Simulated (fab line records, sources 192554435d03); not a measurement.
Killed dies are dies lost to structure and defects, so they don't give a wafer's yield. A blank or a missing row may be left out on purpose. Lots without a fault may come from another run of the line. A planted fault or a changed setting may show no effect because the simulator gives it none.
fab line records | flow n5_finfet
record lots=9 wafers=26 last_day=17
route steps=1938 shown BEOL_M5@1132 PASSIVATION@1936
lots that met no fault: from a run of the same line without faults
start_h: hours from the record's first day to the start of the lot's first wafer shown | wait_h: hours since the lot's step before | " the same as in the row above | L1.1+2: a row that stands for several wafers | - no value, or no start given | * or withheld: withheld | < > ~ a bound
route shown NAME@n: a module of which the file shows steps, and the number in the route of the first | usual: mean/standard deviation of fault-free wafers | same: alike in all rows | chamber/n: place in a boat | sites: the reading at each site | _std_site: their standard deviation | _edge_site: outer sites' mean less inner sites' | radius_mm: how far each site lies from the wafer's centre | mask NAME#n: copy n | behind: the tool/chamber that last shaped the wafer | hold: why the lot was held/for how many hours/how that ended | device: the transistor (n, p or np) that didn't switch | end of line: the same wafers' tests at the end of the route | a step without rows: its recipe alone | killed: dies lost to structure and defects at the first sort, not the wafer's yield | map: a wafer's dies, x killed, . not, _ none there
set.NAME: the setting as run; set.NAME@STEP: as run at that earlier step | model.NAME: the simulator's own value behind a step, which no gauge read
steps of the route over a sample of lots; a table a step, a row a wafer
services: from which hour (start_h, from the record's first day; less than 0 if before it) a tool's chamber was out of use, for how many hours, and why
## steps
# step N5_BEOL_M5_ETCH_62
# recipe chemistry=N2/H2 target=SOC target_depth_a=750 overetch_a=150 mask_material=SiARC temp_c=40 time_s=112.5 ion_energy_ev=200 pressure_mtorr=30 source_w=840 bias_w=150 n2_flow_sccm=200 h2_flow_sccm=200
# usual bias_w=149.9/0.48 drypump_motor_current_A=5.7/0.51 oes_product_au=0.62/0.059 rf_vpp_V=523.6/2.8 showerhead_plenum_p_Torr=2.54/0.098 throttle_valve_pct=17.78/0.24
# columns lot.wafer tool chamber start_h wait_h bias_w drypump_motor_current_A oes_product_au rf_hours_counter_h rf_vpp_V showerhead_plenum_p_Torr throttle_valve_pct
L423.2 rie_diel-03 0 159.68 0.0 149.7 5.9 0.58 157 523.0 2.55 18.05
L423.3 " 3 " " 149.6 5.4 0.56 225 524.7 2.62 17.88
L424.3 rie_diel-05 3 163.25 0.0 150.0 5.8 0.56 207 526.1 2.61 17.42
L424.5 " 2 " " 150.8 6.8 0.63 - 528.3 2.67 17.44
L424.6 " 1 " " 149.8 6.1 0.67 - 528.2 2.70 17.59
L428.3 rie_diel-05 2 191.67 0.0 150.6 6.8 0.64 105 527.9 2.67 17.45
L428.5 " 1 " " 149.9 6.1 0.66 - 528.5 2.70 17.59
L428.6 " 0 " " 149.4 5.6 0.60 - 518.0 2.35 17.74
L429.1 rie_diel-01 1 196.27 0.0 149.4 5.8 0.67 45 524.3 2.58 17.72
L429.4 " 2 " " 149.7 5.0 0.54 237 521.8 2.51 18.40
L429.5 " 1 " " 150.5 5.8 0.67 - 525.3 2.58 17.72
L436.2 rie_diel-05 1 238.82 0.0 149.4 6.1 0.65 76 527.6 2.69 17.62
L436.3 " 0 " " 148.6 5.5 0.59 137 519.1 2.34 17.77
L436.6 " 0 " " 150.0 5.6 0.59 - 517.3 2.34 17.79
L439.1 rie_diel-01 1 249.89 0.0 149.8 5.9 0.65 65 526.1 2.57 17.76
L439.4 " 0 " " 150.5 4.9 0.66 83 523.0 2.59 18.06
L439.6 " 3 " " 149.8 5.3 0.54 - 520.6 2.43 17.91
L440.1 rie_diel-05 1 258.55 0.0 149.5 6.1 0.64 82 528.1 2.69 17.63
L440.3 " 2 " " 150.7 6.7 0.62 124 527.0 2.66 17.47
L440.4 " 0 " " 150.4 5.6 0.59 143 518.7 2.34 17.79
L442.1 rie_diel-05 3 272.03 0.0 150.0 5.8 0.55 239 524.9 2.60 17.45
L442.5 " 1 " " 149.7 6.1 0.64 - 528.6 2.69 17.63
L442.6 " 2 " " 150.2 6.7 0.61 - 528.0 2.66 17.49
L446.2 rie_diel-03 3 312.91 0.0 150.0 5.4 0.72 15 526.1 2.60 17.48
L446.3 " 1 " " 150.1 6.1 0.66 86 521.6 2.49 17.91
L446.6 " 3 " " 150.0 5.4 0.72 - 524.9 2.60 17.49
# step N5_BEOL_M5_ETCH_67
# recipe chemistry=CF4 target=SiARC target_depth_a=156 mask_material=CAR-EUV time_s=26 ion_energy_ev=80 pressure_mtorr=40 source_w=545 bias_w=36 Ar_flow_sccm=100 cf4_flow_sccm=100 ends=cleared
# usual bias_w=36.00/0.1 drypump_motor_current_A=5.7/0.52 etch_rf_on_time_s=25.8/0.6 oes_product_au=0.68/0.069 rf_vpp_V=184.0/1.3 showerhead_plenum_p_Torr=2.13/0.083 throttle_valve_pct=15.53/0.19
# columns lot.wafer tool chamber start_h wait_h bias_w drypump_motor_current_A etch_rf_on_time_s oes_product_au rf_hours_counter_h rf_vpp_V showerhead_plenum_p_Torr throttle_valve_pct
L423.2 rie_diel-01 0 162.16 0.0 35.99 4.9 25.8 0.75 54 184.9 2.16 15.52
L423.3 " 2 " " 35.98 5.0 26.8 0.59 228 183.1 2.12 16.12
L424.3 rie_diel-01 1 164.42 0.0 35.88 5.8 25.0 0.75 37 185.7 2.18 15.55
L424.5 " 3 " " 35.95 5.3 26.1 0.60 - 182.2 2.05 15.64
L424.6 " 0 " " 35.82 4.9 25.4 0.76 - 183.8 2.16 15.51
L428.3 rie_diel-05 2 193.72 0.0 36.21 6.8 24.8 0.70 106 185.6 2.23 15.15
L428.5 " 1 " " 35.83 6.1 26.1 0.71 - 185.0 2.25 15.38
L428.6 " 0 " " 35.88 5.6 25.1 0.67 - 181.6 1.99 15.58
L429.1 rie_diel-05 2 199.44 0.0 35.85 6.8 25.4 0.70 108 184.2 2.23 15.13
L429.4 " 3 " " 35.99 5.8 26.3 0.60 216 182.8 2.20 15.41
L429.5 " 0 " " 36.13 5.6 25.6 0.66 - 182.2 1.99 15.57
L436.2 rie_diel-01 3 241.06 0.0 36.00 5.3 26.2 0.59 223 182.5 2.04 15.68
L436.3 " 0 " " 35.91 4.9 25.4 0.72 80 184.4 2.15 15.57
L436.6 " 0 " " 35.92 4.9 25.5 0.73 - 184.0 2.15 15.57
L439.1 rie_diel-05 0 250.79 0.0 35.95 5.6 25.0 0.65 141 182.6 1.99 15.62
L439.4 " 1 " " 35.94 6.1 26.3 0.69 79 185.5 2.25 15.41
L439.6 " 1 " " 36.17 6.1 26.4 0.69 - 184.5 2.25 15.42
L440.1 rie_diel-01 0 259.51 0.0 36.30 4.9 25.6 0.72 86 184.0 2.15 15.59
L440.3 " 3 " " 35.99 5.3 26.5 0.58 228 183.7 2.04 15.71
L440.4 " 1 " " 36.02 5.8 25.3 0.71 67 185.6 2.17 15.62
L442.1 rie_diel-03 2 273.04 0.0 35.91 5.1 26.0 0.63 188 183.5 2.06 15.74
L442.5 " 0 " " 35.94 5.9 27.2 0.60 - 184.9 2.13 15.78
L442.6 " 3 " " 35.85 5.4 25.6 0.85 - 184.4 2.19 15.18
L446.2 rie_diel-03 3 313.87 0.0 36.06 5.4 25.4 0.79 16 185.1 2.19 15.21
L446.3 " 0 " " 36.15 6.0 27.3 0.59 204 184.1 2.12 15.80
L446.6 " 1 " " 35.91 6.1 26.2 0.70 - 184.7 2.08 15.50
# step N5_BEOL_M5_TRENCH_ETCH_37
# recipe chemistry=C4F6/O2 target_depth_a=716.52 target=SiCOH_lowk time_s=24.7 ion_energy_ev=250 pressure_mtorr=30 source_w=345 bias_w=185 Ar_flow_sccm=300 C4F6_flow_sccm=10 O2_flow_sccm=10
# usual bias_w=185.0/0.62 drypump_motor_current_A=5.7/0.53 oes_ar_750_au=0.80/0.077 oes_product_au=0.79/0.08 rf_vpp_V=660/15 showerhead_plenum_p_Torr=2.83/0.11 throttle_valve_pct=20.80/0.23
# columns lot.wafer tool chamber start_h wait_h bias_w drypump_motor_current_A oes_ar_750_au oes_product_au rf_hours_counter_h rf_vpp_V showerhead_plenum_p_Torr throttle_valve_pct
L423.2 rie_diel-01 0 162.37 - 185.3 4.9 0.88 0.87 54 644 2.87 20.89
L423.3 " 2 " " 184.6 5.0 0.70 0.69 228 673 2.80 21.34
L424.3 rie_diel-01 1 164.63 - 185.8 5.8 0.88 0.87 37 675 2.89 20.93
L424.5 " 3 " " 184.6 5.3 0.71 0.69 - 650 2.72 20.92
L424.6 " 0 " " 185.9 4.9 0.89 0.87 - 643 2.87 20.87
L428.3 rie_diel-05 2 193.94 - 184.6 6.7 0.82 0.82 106 665 2.95 20.31
L428.5 " 1 " " 185.1 6.1 0.84 0.82 - 661 2.98 20.58
L428.6 " 0 " " 186.4 5.6 0.78 0.77 - 635 2.65 20.90
L429.1 rie_diel-05 2 199.65 - 185.7 6.8 0.82 0.81 108 663 2.95 20.30
L429.4 " 3 " " 184.9 5.8 0.71 0.71 216 679 2.93 20.62
L429.5 " 0 " " 186.3 5.6 0.78 0.77 - 636 2.65 20.90
L436.2 rie_diel-01 3 241.28 - 184.4 5.4 0.70 0.68 223 650 2.71 20.95
L436.3 " 0 " " 184.3 4.9 0.85 0.86 80 642 2.86 20.93
L436.6 " 0 " " 185.2 4.9 0.85 0.87 - 642 2.86 20.92
L439.1 rie_diel-05 0 251.00 - 184.3 5.6 0.77 0.75 141 636 2.64 20.93
L439.4 " 1 " " 184.6 6.1 0.82 0.82 80 662 2.97 20.58
L439.6 " 1 " " 184.4 6.1 0.82 0.81 - 661 2.97 20.60
L440.1 rie_diel-01 0 259.73 - 183.6 4.9 0.85 0.87 86 643 2.86 20.94
L440.3 " 3 " " 183.9 5.4 0.70 0.67 228 650 2.71 20.96
L440.4 " 1 " " 184.3 5.8 0.84 0.83 67 675 2.88 20.96
L442.1 rie_diel-03 2 273.26 - 184.9 5.0 0.74 0.73 188 659 2.73 20.97
L442.5 " 0 " " 184.6 6.0 0.70 0.70 - 684 2.83 21.09
L442.6 " 3 " " 183.9 5.4 0.97 0.97 - 646 2.91 20.53
L446.2 rie_diel-03 3 314.09 - 185.4 5.4 0.92 0.92 16 644 2.90 20.53
L446.3 " 0 " " 185.9 5.9 0.69 0.70 204 686 2.82 21.11
L446.6 " 1 " " 185.5 6.1 0.82 0.83 - 669 2.75 20.73
# step N5_BEOL_M5_OCD_MEAS_38
# usual trench_depth_nm=71.4/1.2
# columns lot.wafer tool chamber start_h wait_h trench_depth_nm
L423.2 ocd-02 - 162.53 - 71.6
L423.3 " - " " 70.4
L424.3 ocd-02 - 164.79 - 72.4
L424.5 " - " " 70.2
L424.6 " - " " 72.3
L428.3 ocd-02 - 194.09 - 73.7
L428.5 " - " " 70.5
L428.6 " - " " 73.2
L429.1 ocd-02 - 199.80 - 73.0
L429.4 " - " " 70.8
L429.5 " - " " 72.4
L436.2 ocd-02 - 241.43 - 70.0
L436.3 " - " " 76.4
L436.6 " - " " 75.3
L439.1 ocd-02 - 251.16 - 72.5
L439.4 " - " " 70.5
L439.6 " - " " 70.6
L440.1 ocd-01 - 259.88 - 76.1
L440.3 " - " " 69.4
L440.4 " - " " 72.8
L442.1 ocd-01 - 273.41 - 71.4
L442.5 " - " " 68.9
L442.6 " - " " 72.7
L446.2 ocd-02 - 314.24 - 72.2
L446.3 " - " " 69.5
L446.6 " - " " 71.3
# step N5_BEOL_M5_DEGAS_44
# recipe ambient=vacuum temp_c=250 time_s=60
# usual heater_power_w=329/25
# columns lot.wafer tool chamber start_h wait_h heater_power_w
L423.2 pvd_sputter-02 - 163.25 0.4 303
L423.3 " - " " 316
L424.3 pvd_sputter-02 - 167.30 2.2 311
L424.5 " - " " 296
L424.6 " - " " 319
L428.3 pvd_sputter-02 - 195.00 0.5 311
L428.5 " - " " 310
L428.6 " - " " 315
L429.1 pvd_sputter-03 - 200.43 0.4 360
L429.4 " - " " 352
L429.5 " - " " 307
L436.2 pvd_sputter-03 - 244.42 2.4 349
L436.3 " - " " 305
L436.6 " - " " 365
L439.1 pvd_sputter-01 - 252.45 1.1 292
L439.4 " - " " 324
L439.6 " - " " 322
L440.1 pvd_sputter-01 - 260.54 0.4 360
L440.3 " - " " 292
L440.4 " - " " 346
L442.1 pvd_sputter-03 - 274.18 0.5 342
L442.5 " - " " 342
L442.6 " - " " 360
L446.2 pvd_sputter-01 - 314.85 0.3 295
L446.3 " - " " 349
L446.6 " - " " 295
# step N5_BEOL_M5_THK_MEAS_53
# recipe thk_meas_gauge=xrf reads=Cu_of_BEOL_M5_ECD_50
# usual M5_THK=62.1/1.8
# columns lot.wafer tool chamber start_h wait_h M5_THK[nm]
L423.2 film_metro-01 - 169.02 - 62.3
L423.3 " - " " 59.7
L424.3 film_metro-01 - 173.17 - 64.3
L424.5 " - " " 62.7
L424.6 " - " " 63.3
L428.3 film_metro-02 - 200.87 - 64.3
L428.5 " - " " 61.2
L428.6 " - " " 62.3
L429.1 film_metro-01 - 207.20 - 62.6
L429.4 " - " " 60.3
L429.5 " - " " 64.8
L436.2 film_metro-01 - 250.13 - 62.9
L436.3 " - " " 65.8
L436.6 " - " " 68.3
L439.1 film_metro-02 - 258.16 - 61.7
L439.4 " - " " 60.7
L439.6 " - " " 60.9
L440.1 film_metro-02 - 266.26 - 66.7
L440.3 " - " " 59.1
L440.4 " - " " 61.9
L442.1 film_metro-02 - 281.03 - 64.6
L442.5 " - " " 58.2
L442.6 " - " " 63.2
L446.2 film_metro-02 - 320.60 - 62.8
L446.3 " - " " 60.6
L446.6 " - " " 60.4
# step N5_BEOL_M5_RS_MEAS_57
# recipe thk_meas_gauge=four-point-probe reads=Co_of_BEOL_M5_CO_CAP_78+Cu_of_BEOL_M5_ECD_50+Co_of_BEOL_M5_CVD_47+TaN_of_BEOL_M5_ALD_86
# usual M5_RS=0.390/0.013
# columns lot.wafer tool chamber start_h wait_h M5_RS[ohm/sq]
L423.2 film_metro-02 - 169.28 0.1 0.388
L423.3 " - " " 0.407
L424.3 film_metro-02 - 173.43 0.1 0.378
L424.5 " - " " 0.388
L424.6 " - " " 0.382
L428.3 film_metro-01 - 201.13 0.1 0.373
L428.5 " - " " 0.400
L428.6 " - " " 0.388
L429.1 film_metro-01 - 207.46 0.0 0.387
L429.4 " - " " 0.405
L429.5 " - " " 0.372
L436.2 film_metro-01 - 250.44 0.1 0.385
L436.3 " - " " 0.362
L436.6 " - " " 0.345
L439.1 film_metro-01 - 258.42 0.0 0.397
L439.4 " - " " 0.406
L439.6 " - " " 0.402
L440.1 film_metro-02 - 266.52 0.0 0.355
L440.3 " - " " 0.412
L440.4 " - " " 0.390
L442.1 film_metro-01 - 281.29 0.0 0.378
L442.5 " - " " 0.427
L442.6 " - " " 0.386
L446.2 film_metro-01 - 320.92 0.1 0.385
L446.3 " - " " 0.400
L446.6 " - " " 0.401
# step N5_PASSIVATION_PROBE_49
# usual defect_limited_yield=91.5/1.5 killed_at_M0_to_M3=32/9.4 killed_at_M4_up=12/5.1 killed_at_contacts=11/7.4 killed_at_front_end=41/11 killed_at_other=3.4/2.5 killed_dies=100/17 killed_open=65/14 killed_short=33/7 sort_bin_4_leakage=0.00/0.01 sort_bin_5_function=4.9/0.96 sort_bin_6_memory=3.1/0.7 sort_n_pass=1080/17 sort_yield_pct=91.5/1.5
# same gross_dies=1180 killed_at_back_side=0 sort_bin_8_speed[%]=0
# columns lot.wafer tool chamber start_h wait_h defect_limited_yield[%] killed_at_M0_to_M3 killed_at_M4_up killed_at_contacts killed_at_front_end killed_at_other killed_dies killed_open killed_short sort_bin_4_leakage[%] sort_bin_5_function[%] sort_bin_6_memory[%] sort_n_pass sort_yield_pct[%]
L436.2 prober-01 - 326.44 0.1 88.5 50 13 10 51 12 136 68 58 0 6.1 4.4 1044 88.5
L436.6 prober-01 - 326.64 0.3 91.5 38 10 13 38 1 100 68 21 0 4.9 2.5 1080 91.5
# killed by level:class
L436.2 BEOL_M0_SAQP:geometric_particle:short=15 FIN_SAQP:geometric_particle:short=13 BEOL_M0_SAQP:geometric_particle:open=11 HKMG_FIN:area_etch=10 FIN_SAQP:geometric_particle:open=9 MOL_CONTACT_COAG:geometric_particle:open=8 BEOL_M3:geometric_particle:short=8 BEOL_M3:geometric_particle:open=6
L436.6 MOL_CONTACT_COAG:geometric_particle:open=12 HKMG_FIN:area_etch=11 BEOL_M0_SAQP:geometric_particle:open=9 STI_FIN_REVEAL:geometric_particle:open=8 BEOL_M1:geometric_particle:open=8 BEOL_M4:geometric_particle:open=8 BEOL_M0_SAQP:geometric_particle:short=7 BEOL_M3:geometric_particle:open=7
## services
# columns tool chamber start_h hours kind
rie_diel-01 1 140.00 12.9 repair
rie_diel-05 - 159.79 0.5 repair
rie_diel-03 0 181.89 7.9 repair
rie_diel-01 3 211.88 14.8 repair
rie_diel-01 2 230.42 - clean
rie_diel-01 2 230.42 - consumable_replace:focus_ring
rie_diel-01 2 230.42 13.2 scheduled_down
rie_diel-01 2 230.42 13.2 vent_cycle
rie_diel-03 3 232.01 2.0 repair
rie_diel-03 3 245.09 - clean
rie_diel-03 3 245.09 - consumable_replace:focus_ring
rie_diel-03 3 245.09 17.9 scheduled_down
rie_diel-03 3 245.09 17.9 vent_cycle
rie_diel-03 3 266.40 4.3 repair
pvd_sputter-02 - 284.61 5.1 repair
rie_diel-05 3 288.80 4.2 repair
rie_diel-03 0 289.36 5.6 repair
rie_diel-05 3 307.51 - clean
rie_diel-05 3 307.51 - consumable_replace:focus_ring
rie_diel-05 3 307.51 17.0 scheduled_down
rie_diel-05 3 307.51 17.0 vent_cycle
## key
first_sign step=N5_BEOL_M5_OCD_MEAS_38 reading=trench_depth_nm direction=up sigmas=3.9 usual=71.4 struck=75.9
effect step=N5_BEOL_M5_THK_MEAS_53 reading=M5_THK direction=up sigmas=2.7 usual=62.1 struck=66.9
effect step=N5_BEOL_M5_RS_MEAS_57 reading=M5_RS direction=down sigmas=2.8 usual=0.390 struck=0.354
met_at N5_BEOL_M5_TRENCH_ETCH_37
struck_lots L436,L440
struck_wafers L436.3,L436.6,L440.1
baseline_loss step=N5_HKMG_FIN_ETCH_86 wafers=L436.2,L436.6
not_acting_at N5_BEOL_M5_ETCH_62,N5_BEOL_M5_ETCH_67,N5_BEOL_M5_DEGAS_44
onset_between 164.63 241.28
fault kind=process_parameter_drift tool=rie_diel-01 chamber=0 onset_h=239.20 steps=N5_BEOL_M5_TRENCH_ETCH_37 channel=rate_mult offset=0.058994 shape=step end_h=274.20
# baseline_loss: these wafers lose ten dies or more at that step, a loss of the line's own and not of a fault; the sort's usual values leave them out
